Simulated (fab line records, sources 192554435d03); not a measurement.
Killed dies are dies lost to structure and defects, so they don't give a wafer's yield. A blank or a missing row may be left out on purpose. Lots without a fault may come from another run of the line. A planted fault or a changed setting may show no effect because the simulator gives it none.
Chamber matching | flow n5_finfet | N5_PMOS_HMC_CHANNEL_EPI_STRIP_33 on rie_diel-06: 4 sister chambers
The step strips in N2/H2. 4 wafers are shown with their chamber, then 7 later ones without.

WAFERS WITH THEIR CHAMBER
wafer  | chamber | showerhead_plenum_p_Torr (Torr)
L090.4 | 1       | 3.51
L090.6 | 2       | 3.19
L091.2 | 0       | 3.36
L091.3 | 3       | 3.31

WAFERS WITHOUT THEIR CHAMBER
wafer  | showerhead_plenum_p_Torr (Torr)
L091.6 | 3.36
L093.1 | 3.19
L093.3 | 3.36
L093.6 | 3.50
L096.4 | 3.18
L096.5 | 3.50
L096.6 | 3.18

WHICH CHAMBER EACH WENT THROUGH
wafer  | from the rows above | in truth
L091.6 | 0                   | 0
L093.1 | 2                   | 2
L093.3 | 0                   | 0
L093.6 | 1                   | 1
L096.4 | 2                   | 2
L096.5 | 1                   | 1
L096.6 | 2                   | 2
Placed correctly: 7 of 7. Can't be placed from these rows: 0. Placed wrongly: 0.
How it was worked out, from the rows above alone: a wafer's distance from a chamber is the root of the sum, over the readings, of the square of ((its reading less the chamber's mean) divided by the reading's scatter). The wafer belongs to the nearest chamber; if the next one is less than 2 further off, it can't be placed. A chamber's mean is the mean of its shown wafers. The scatter: with one shown wafer a chamber, the root of the mean of the squares of how far each hidden wafer lies from its nearest shown one.
